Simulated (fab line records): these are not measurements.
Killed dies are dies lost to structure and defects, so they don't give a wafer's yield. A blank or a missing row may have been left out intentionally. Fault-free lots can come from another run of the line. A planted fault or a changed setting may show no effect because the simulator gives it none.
Chamber matching -- flow nand_harc -- NHARC_A_STAIRCASE_DESCUM_291 on rie_diel-07 has 4 sister chambers
The step chemistry O2, time 3 s. 8 wafers are shown with their chamber, then 8 later ones without.

## WAFERS PAIRED WITH THEIR CHAMBERS
wafer,chamber,showerhead_plenum_p_Torr (Torr),drypump_motor_current_A (A)
L082.2,2,2.00,6.0
L082.3,0,1.84,6.7
L082.5,2,2.01,5.9
L082.6,3,2.05,5.5
L081.4,1,1.86,4.7
L081.5,0,1.84,6.7
L081.6,3,2.05,5.5
L087.2,1,1.85,4.7

## WAFERS WITHOUT THEIR CHAMBER
wafer,showerhead_plenum_p_Torr (Torr),drypump_motor_current_A (A)
L087.4,1.84,6.7
L087.6,1.85,4.8
L087.1,2.00,5.9
L087.3,2.05,5.5
L087.5,1.84,6.7
L088.1,1.84,6.6
L088.2,2.05,5.6
L088.6,1.84,6.7

## EACH ONE'S CHAMBER
wafer,from the rows above,in truth
L087.4,0,0
L087.6,1,1
L087.1,2,2
L087.3,3,3
L087.5,0,0
L088.1,0,0
L088.2,3,3
L088.6,0,0
Correctly placed: 8 of 8. From these rows, 0 cannot be placed. Number placed wrongly: 0.
How it was worked out, from the rows above alone: a wafer's distance from a chamber is the root of the sum, over the readings, of the square of ((its reading less the chamber's mean) divided by the reading's scatter). If the next closest chamber is less than 2 further off than the closest, the wafer can't be placed; otherwise it belongs to the closest. The mean given for a chamber averages the wafers shown for that chamber. How the scatter is found: for the shown wafers, subtract from each reading the mean of its chamber, square and add these, divide the total by (wafers less chambers), then take the root.
